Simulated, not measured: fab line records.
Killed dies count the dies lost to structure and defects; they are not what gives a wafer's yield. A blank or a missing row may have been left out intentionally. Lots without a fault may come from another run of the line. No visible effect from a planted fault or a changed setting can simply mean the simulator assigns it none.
What tool caused it? -- flow n5Finfet -- 23 lots, 69 wafers sampled, at 6 steps of a route of 1938

WHAT THE GAUGES SHOWED, per wafer
The record lacks any reading of a measuring or inspecting step that a usual standard deviation could be used to judge.

WHAT TOOL EACH LOT RAN ON (gives the tool, then ch and the chambers of the sampled wafers, and finally the start)
lot,N5_BEOL_M0_SAQP_ETCH_49,N5_BEOL_M1_ILD_DEP_00,N5_BEOL_M1_HM_OPEN_17,N5_BEOL_M1_ETCH_77,N5_BEOL_M1_SPUTTER_81,N5_BEOL_M1_ANNEAL_87
L074,"rieDiel-05 ch 0,2,3, day 5 15:50","pecvd-02 ch 0,1,2, day 5 21:56","rieMetal-02 ch 0,1, day 6 01:31","rieDiel-03 ch 0,1,3, day 6 02:10","pvdSputter-01, day 6 08:29","pvdSputter-01, day 6 08:47"
L075,"rieDiel-05 ch 0,1,2, day 5 21:59","pecvd-03 ch 0,2, day 6 04:58","rieMetal-03 ch 0,1, day 6 07:35","rieDiel-03 ch 1,3, day 6 08:13","pvdSputter-03, day 6 13:40","pvdSputter-03, day 6 13:58"
L076,"rieDiel-04 ch 0,1,3, day 6 06:49","pecvd-02 ch 0,1,2, day 6 13:35","rieMetal-01 ch 0,1, day 6 16:02","rieDiel-05 ch 0,2,3, day 6 16:50","pvdSputter-01, day 6 20:01","pvdSputter-01, day 6 20:19"
L077,"rieDiel-04 ch 1,2,3, day 6 12:14","pecvd-01 ch 1,2, day 6 17:28","rieMetal-01 ch 0,1, day 6 19:27","rieDiel-03 ch 0,1, day 6 20:26","pvdSputter-01, day 6 22:52","pvdSputter-01, day 6 23:10"
L078,"rieDiel-04 ch 2,3, day 6 17:59","pecvd-02 ch 0,1,2, day 6 23:27","rieMetal-01 ch 0,1, day 7 01:28","rieDiel-03 ch 0,1, day 7 02:07","pvdSputter-01, day 7 04:50","pvdSputter-01, day 7 05:08"
L079,"rieDiel-05 ch 1,2,3, day 6 21:25","pecvd-02 ch 0,1,2, day 7 03:51","rieMetal-02 ch 0,1, day 7 04:51","rieDiel-03 ch 0,3, day 7 05:29","pvdSputter-03, day 7 11:52","pvdSputter-03, day 7 12:10"
L080,"rieDiel-03 ch 1,3, day 7 04:10","pecvd-01 ch 0,2, day 7 09:56","rieMetal-03 ch 0, day 7 13:41","rieDiel-03 ch 0,1,3, day 7 14:34","pvdSputter-02, day 7 20:23","pvdSputter-02, day 7 20:41"
L081,"rieDiel-04 ch 1,2, day 7 12:26","pecvd-01 ch 1,2, day 7 22:14","rieMetal-01 ch 0,1, day 8 01:10","rieDiel-05 ch 0,1, day 8 01:50","pvdSputter-03, day 8 06:34","pvdSputter-03, day 8 06:52"
L082,"rieDiel-05 ch 0,2,3, day 7 14:40","pecvd-01 ch 0,1, day 7 21:56","rieMetal-02 ch 0,1, day 7 23:16","rieDiel-03 ch 1,2,3, day 8 00:35","pvdSputter-03, day 8 03:26","pvdSputter-03, day 8 03:44"
L083,"rieDiel-05 ch 0,2, day 8 00:01","pecvd-01 ch 0,2, day 8 05:26","rieMetal-03 ch 0,1, day 8 09:35","rieDiel-04 ch 1,2,3, day 8 10:19","pvdSputter-01, day 8 18:22","pvdSputter-01, day 8 18:40"
L084,"rieDiel-03 ch 0,2,3, day 8 06:38","pecvd-01 ch 0,1, day 8 12:46","rieMetal-03 ch 0,1, day 8 14:13","rieDiel-04 ch 0,1,3, day 8 15:10","pvdSputter-02, day 8 21:23","pvdSputter-02, day 8 21:41"
L086,"rieDiel-04 ch 0,2,3, day 8 18:35","pecvd-01 ch 1,2, day 9 02:34","rieMetal-03 ch 0,1, day 9 07:55","rieDiel-04 ch 2,3, day 9 08:49","pvdSputter-01, day 9 20:17","pvdSputter-01, day 9 20:35"
L085,"rieDiel-03 ch 1,2,3, day 8 21:56","pecvd-01 ch 0,1,2, day 9 02:49","rieMetal-03 ch 0,1, day 9 08:13","rieDiel-05 ch 0,2, day 9 08:52","pvdSputter-03, day 9 18:44","pvdSputter-03, day 9 19:02"
L087,"rieDiel-04 ch 0,1, day 9 01:25","pecvd-03 ch 0,1,2, day 9 09:57","rieMetal-01 ch 0,1, day 9 11:13","rieDiel-04 ch 0,1,2, day 9 11:52","pvdSputter-03, day 9 23:32","pvdSputter-03, day 9 23:50"
L088,"rieDiel-04 ch 0,3, day 9 08:02","pecvd-02 ch 1,2, day 9 11:44","rieMetal-03 ch 0,1, day 9 13:24","rieDiel-04 ch 0,2,3, day 9 14:11","pvdSputter-01, day 10 01:06","pvdSputter-01, day 10 01:24"
L089,"rieDiel-05 ch 1,2, day 9 13:56","pecvd-02 ch 1,2, day 9 18:50","rieMetal-03 ch 0,1, day 9 22:17","rieDiel-03 ch 1,2,3, day 9 22:55","pvdSputter-02, day 10 09:19","pvdSputter-02, day 10 09:37"
L090,"rieDiel-04 ch 0,1,2, day 9 16:08","pecvd-02 ch 0,1,2, day 10 00:47","rieMetal-02 ch 1, day 10 03:29","rieDiel-05 ch 0,1,3, day 10 05:29","pvdSputter-02, day 10 12:34","pvdSputter-02, day 10 12:52"
L091,"rieDiel-03 ch 0,1,2, day 9 18:47","pecvd-01 ch 0,2, day 10 00:32","rieMetal-03 ch 0,1, day 10 03:16","rieDiel-03 ch 0,2,3, day 10 04:01","pvdSputter-03, day 10 10:48","pvdSputter-03, day 10 11:06"
L093,"rieDiel-04 ch 0,1,2, day 10 09:33","pecvd-03 ch 0,1, day 10 15:49","rieMetal-02 ch 1, day 10 18:51","rieDiel-03 ch 0,2,3, day 10 19:39","pvdSputter-02, day 11 06:44","pvdSputter-02, day 11 07:02"
L094,"rieDiel-03 ch 0,1,3, day 10 14:06","pecvd-01 ch 0,2, day 10 20:50","rieMetal-02 ch 1, day 10 22:00","rieDiel-05 ch 0,2,3, day 10 22:52","pvdSputter-02, day 11 10:11","pvdSputter-02, day 11 10:29"
L095,"rieDiel-04 ch 0,1,3, day 11 00:31","pecvd-02 ch 0,2, day 11 06:16","rieMetal-02 ch 0,1, day 11 08:51","rieDiel-04 ch 0,2, day 11 09:53","pvdSputter-02, day 11 15:02","pvdSputter-02, day 11 15:20"
L097,"rieDiel-04 ch 1,2, day 11 11:53","pecvd-02 ch 0,2, day 11 16:58","rieMetal-02 ch 0,1, day 11 19:33","rieDiel-04 ch 1,2,3, day 11 20:12","pvdSputter-02, day 12 08:04","pvdSputter-02, day 12 08:22"
L096,"rieDiel-04 ch 1,2, day 11 16:19","pecvd-01 ch 0,2, day 11 22:20","rieMetal-02 ch 0,1, day 12 03:11","rieDiel-05 ch 0,1, day 12 03:59","pvdSputter-01, day 12 10:59","pvdSputter-01, day 12 11:17"
- N5_BEOL_M0_SAQP_ETCH_49: etches SiO2 in CF4/O2, target depth 37 nm.
- N5_BEOL_M1_ILD_DEP_00: deposits SiOC from DEMS/O2, target thk 79 nm, time 15.3 s.
- N5_BEOL_M1_HM_OPEN_17: chemistry Cl2/BCl3, target TiN, target depth 20 nm, overetch 6 nm.
- N5_BEOL_M1_ETCH_77: etches underlayer in N2/H2, target depth 6.5 nm, time 5.2 s.
- N5_BEOL_M1_SPUTTER_81: material Cu, target thk 4.5 nm, time 8.29 s.
- N5_BEOL_M1_ANNEAL_87: time 240 s.

AS READ BY THE TOOLS THEMSELVES (means over the sampled wafers that have a number; for cases with no such wafer, the mark the record gives instead)
N5_BEOL_M0_SAQP_ETCH_49. Usual: drypumpMotorCurrentA 5.9 A, standard deviation 0.43; oesProductAu 0.77 a.u., standard deviation 0.06; rfVppV 241.0 V, standard deviation 1.8; showerheadPlenumPTorr 2.23 Torr, standard deviation 0.056; throttleValvePct 15.86 %, standard deviation 0.15.
lot,tool,drypumpMotorCurrentA (A),oesProductAu (a.u.),rfVppV (V),showerheadPlenumPTorr (Torr),throttleValvePct (%),flag
L074,rieDiel-05,5.6,0.82,242.2,2.28,15.92,
L075,rieDiel-05,5.6,0.78,241.8,2.27,15.98,
L076,rieDiel-04,6.0,0.79,240.1,2.25,15.79,
L077,rieDiel-04,6.4,0.74,240.4,2.20,15.86,
L078,rieDiel-04,6.5,0.72,238.5,2.20,15.80,
L079,rieDiel-05,5.7,0.78,241.6,2.30,15.91,
L080,rieDiel-03,5.9,0.84,241.7,2.17,15.74,
L081,rieDiel-04,6.3,0.75,241.6,2.20,15.95,
L082,rieDiel-05,5.5,0.80,242.5,2.28,15.95,
L083,rieDiel-05,5.5,0.75,241.9,2.26,16.07,
L084,rieDiel-03,5.8,0.73,241.4,2.19,15.88,
L086,rieDiel-04,6.1,0.77,240.9,2.24,15.77,
L085,rieDiel-03,5.7,0.77,241.4,2.17,15.79,
L087,rieDiel-04,5.7,0.81,241.9,2.28,15.76,
L088,rieDiel-04,5.7,0.80,241.8,2.28,15.69,
L089,rieDiel-05,5.8,0.72,240.3,2.28,16.00,
L090,rieDiel-04,6.1,0.77,241.1,2.24,15.84,
L091,rieDiel-03,5.9,0.78,240.7,2.17,15.78,
L093,rieDiel-04,6.0,0.77,242.2,2.23,15.85,
L094,rieDiel-03,6.0,0.76,241.7,2.17,15.88,
L095,rieDiel-04,6.0,0.76,240.0,2.24,15.86,
L097,rieDiel-04,6.4,0.73,240.3,2.19,15.93,
L096,rieDiel-04,6.4,0.72,240.4,2.19,15.93,

N5_BEOL_M1_ILD_DEP_00. Usual: heaterPowerW 444 W, standard deviation 69; showerheadPlenumPTorr 5.681 Torr, standard deviation 0.019; throttleValvePct 12.3 %, standard deviation 0.8.
lot,tool,heaterPowerW (W),showerheadPlenumPTorr (Torr),throttleValvePct (%),flag
L074,pecvd-02,469,5.688,11.7,
L075,pecvd-03,553,5.692,11.4,
L076,pecvd-02,465,5.687,11.6,
L077,pecvd-01,370,5.668,12.0,
L078,pecvd-02,482,5.690,11.8,
L079,pecvd-02,451,5.686,11.7,
L080,pecvd-01,414,5.659,12.3,
L081,pecvd-01,421,5.676,12.0,
L082,pecvd-01,498,5.678,13.4,
L083,pecvd-01,413,5.670,12.2,
L084,pecvd-01,412,5.668,13.3,
L086,pecvd-01,402,5.669,12.2,
L085,pecvd-01,424,5.674,12.6,
L087,pecvd-03,469,5.690,11.5,
L088,pecvd-02,508,5.683,11.8,
L089,pecvd-02,426,5.694,11.8,
L090,pecvd-02,475,5.686,12.0,
L091,pecvd-01,447,5.666,12.9,
L093,pecvd-03,483,5.657,11.9,
L094,pecvd-01,392,5.658,12.4,
L095,pecvd-02,411,5.688,11.7,
L097,pecvd-02,441,5.694,11.9,
L096,pecvd-01,483,5.669,13.1,

N5_BEOL_M1_HM_OPEN_17. Usual: drypumpMotorCurrentA 5.8 A, standard deviation 0.34; heBacksideLeakSccm 3.3 sccm, standard deviation 0.31; mfcCl2Sccm 53.26 sccm, standard deviation 0.15; oesProductAu 0.66 a.u., standard deviation 0.086; throttleValvePct 22.18 %, standard deviation 0.27.
lot,tool,drypumpMotorCurrentA (A),heBacksideLeakSccm (sccm),mfcCl2Sccm (sccm),oesProductAu (a.u.),throttleValvePct (%),flag
L074,rieMetal-02,5.7,3.3,53.29,0.61,22.26,
L075,rieMetal-03,5.7,3.2,53.34,0.56,22.09,
L076,rieMetal-01,5.8,3.3,53.33,0.62,22.17,
L077,rieMetal-01,5.6,3.1,53.35,0.64,22.37,
L078,rieMetal-01,5.6,3.7,53.32,0.64,22.37,
L079,rieMetal-02,5.7,3.2,53.19,0.59,22.29,
L080,rieMetal-03,6.3,3.5,53.27,0.68,22.25,
L081,rieMetal-01,5.6,3.1,53.27,0.64,22.37,
L082,rieMetal-02,5.7,3.4,53.14,0.59,22.28,
L083,rieMetal-03,6.0,3.3,53.23,0.71,22.08,
L084,rieMetal-03,6.0,3.3,53.41,0.72,22.07,
L086,rieMetal-03,5.7,3.1,53.22,0.76,21.88,
L085,rieMetal-03,6.0,3.4,53.25,0.71,22.07,
L087,rieMetal-01,5.8,3.3,53.44,0.61,22.18,
L088,rieMetal-03,5.7,3.2,53.26,0.75,21.87,
L089,rieMetal-03,6.0,3.4,53.26,0.71,22.08,
L090,rieMetal-02,6.0,3.1,53.13,0.61,22.37,
L091,rieMetal-03,6.0,3.3,53.20,0.71,22.07,
L093,rieMetal-02,5.9,3.2,53.34,0.61,22.35,
L094,rieMetal-02,5.9,3.2,53.38,0.60,22.37,
L095,rieMetal-02,5.7,3.4,53.23,0.68,22.23,
L097,rieMetal-02,5.5,3.4,53.19,0.75,22.10,
L096,rieMetal-02,5.5,3.3,53.32,0.74,22.09,

N5_BEOL_M1_ETCH_77. Usual: drypumpMotorCurrentA 5.9 A, standard deviation 0.41; etchRfOnTimeS 5.17 s, standard deviation 0.096; oesProductAu 0.65 a.u., standard deviation 0.058; rfVppV 524.3 V, standard deviation 2.2; showerheadPlenumPTorr 2.56 Torr, standard deviation 0.065; throttleValvePct 17.91 %, standard deviation 0.13.
lot,tool,drypumpMotorCurrentA (A),etchRfOnTimeS (s),oesProductAu (a.u.),rfVppV (V),showerheadPlenumPTorr (Torr),throttleValvePct (%),flag
L074,rieDiel-03,6.0,5.16,0.68,523.2,2.52,17.84,
L075,rieDiel-03,5.7,5.16,0.66,522.6,2.52,17.89,
L076,rieDiel-05,5.5,5.22,0.69,525.9,2.64,18.02,
L077,rieDiel-03,6.1,5.02,0.73,523.5,2.50,17.82,
L078,rieDiel-03,6.2,5.05,0.68,523.1,2.51,17.84,
L079,rieDiel-03,5.9,5.17,0.61,525.4,2.52,17.91,
L080,rieDiel-03,6.0,5.10,0.67,523.0,2.51,17.87,
L081,rieDiel-05,5.6,5.26,0.65,525.2,2.62,17.98,
L082,rieDiel-03,5.7,5.09,0.67,523.6,2.51,17.82,
L083,rieDiel-04,6.4,5.23,0.63,523.6,2.54,17.94,
L084,rieDiel-04,6.1,5.25,0.65,524.7,2.59,17.88,
L086,rieDiel-04,6.5,5.29,0.61,524.0,2.53,17.87,
L085,rieDiel-05,5.5,5.25,0.63,524.8,2.60,18.13,
L087,rieDiel-04,6.1,5.21,0.65,523.9,2.59,17.89,
L088,rieDiel-04,6.2,5.20,0.64,524.8,2.58,17.82,
L089,rieDiel-03,5.7,5.11,0.65,523.3,2.50,17.85,
L090,rieDiel-05,5.6,5.25,0.67,526.5,2.63,18.00,
L091,rieDiel-03,5.8,5.19,0.61,523.3,2.51,17.86,
L093,rieDiel-03,5.8,5.11,0.61,523.3,2.51,17.89,
L094,rieDiel-05,5.5,5.22,0.67,526.9,2.62,18.08,
L095,rieDiel-04,5.8,5.22,0.67,526.5,2.63,17.78,
L097,rieDiel-04,6.4,5.27,0.61,523.8,2.53,17.98,
L096,rieDiel-05,5.6,5.23,0.62,526.0,2.61,18.04,

N5_BEOL_M1_SPUTTER_81. Usual: chuckGasFlowSccm 1.26 sccm, standard deviation 0.05; chuckSensorTempC -15.6 C, standard deviation 0.43; throttleValvePct 29.6 %, standard deviation 0.96.
lot,tool,chuckGasFlowSccm (sccm),chuckSensorTempC (C),throttleValvePct (%),flag
L074,pvdSputter-01,1.21,-15.5,29.5,
L075,pvdSputter-03,1.30,-15.9,30.3,
L076,pvdSputter-01,1.27,-15.5,29.5,
L077,pvdSputter-01,1.27,-15.8,29.6,
L078,pvdSputter-01,1.27,-15.8,29.6,
L079,pvdSputter-03,1.33,-15.3,29.7,
L080,pvdSputter-02,1.24,-15.2,28.8,
L081,pvdSputter-03,1.22,-15.7,31.1,
L082,pvdSputter-03,1.29,-15.4,30.3,
L083,pvdSputter-01,1.25,-15.4,29.4,
L084,pvdSputter-02,1.30,-15.3,28.9,
L086,pvdSputter-01,1.30,-15.8,29.9,
L085,pvdSputter-03,1.28,-16.0,29.5,
L087,pvdSputter-03,1.22,-15.5,29.6,
L088,pvdSputter-01,1.29,-15.2,29.2,
L089,pvdSputter-02,1.22,-15.4,29.4,
L090,pvdSputter-02,1.24,-15.3,28.8,
L091,pvdSputter-03,1.29,-15.9,30.1,
L093,pvdSputter-02,1.27,-15.5,29.5,
L094,pvdSputter-02,1.23,-15.4,28.8,
L095,pvdSputter-02,1.22,-15.4,28.8,
L097,pvdSputter-02,1.24,-15.5,28.7,
L096,pvdSputter-01,1.26,-15.8,29.9,

N5_BEOL_M1_ANNEAL_87. Usual: heaterPowerW 844 W, standard deviation 90.
lot,tool,heaterPowerW (W),flag
L074,pvdSputter-01,815,
L075,pvdSputter-03,946,
L076,pvdSputter-01,805,
L077,pvdSputter-01,746,
L078,pvdSputter-01,746,
L079,pvdSputter-03,773,
L080,pvdSputter-02,844,
L081,pvdSputter-03,984,
L082,pvdSputter-03,885,
L083,pvdSputter-01,793,
L084,pvdSputter-02,838,
L086,pvdSputter-01,840,
L085,pvdSputter-03,909,
L087,pvdSputter-03,847,
L088,pvdSputter-01,870,
L089,pvdSputter-02,829,
L090,pvdSputter-02,845,
L091,pvdSputter-03,946,
L093,pvdSputter-02,830,
L094,pvdSputter-02,829,
L095,pvdSputter-02,835,
L097,pvdSputter-02,826,
L096,pvdSputter-01,824,

THE ANSWER, worked out from the rows above alone
Rule: a lot counts as off when the mean over its wafers that have a number is more than 3 standard deviations away from the usual mean. Also off: a lot with no number at a reading for which 4 or more lots have one. The other lots that the step has rows for count as sound. First the gauges in route order, then the tools' own readings, where a lot's mean is used as printed above. The first step at which some lot is off is used, and at that step the reading that is off furthest; a lot without a number counts as furthest.
None of the lots is off at any reading shown; this tells nothing.

WHAT HAD BEEN PUT IN BY THE SIMULATOR
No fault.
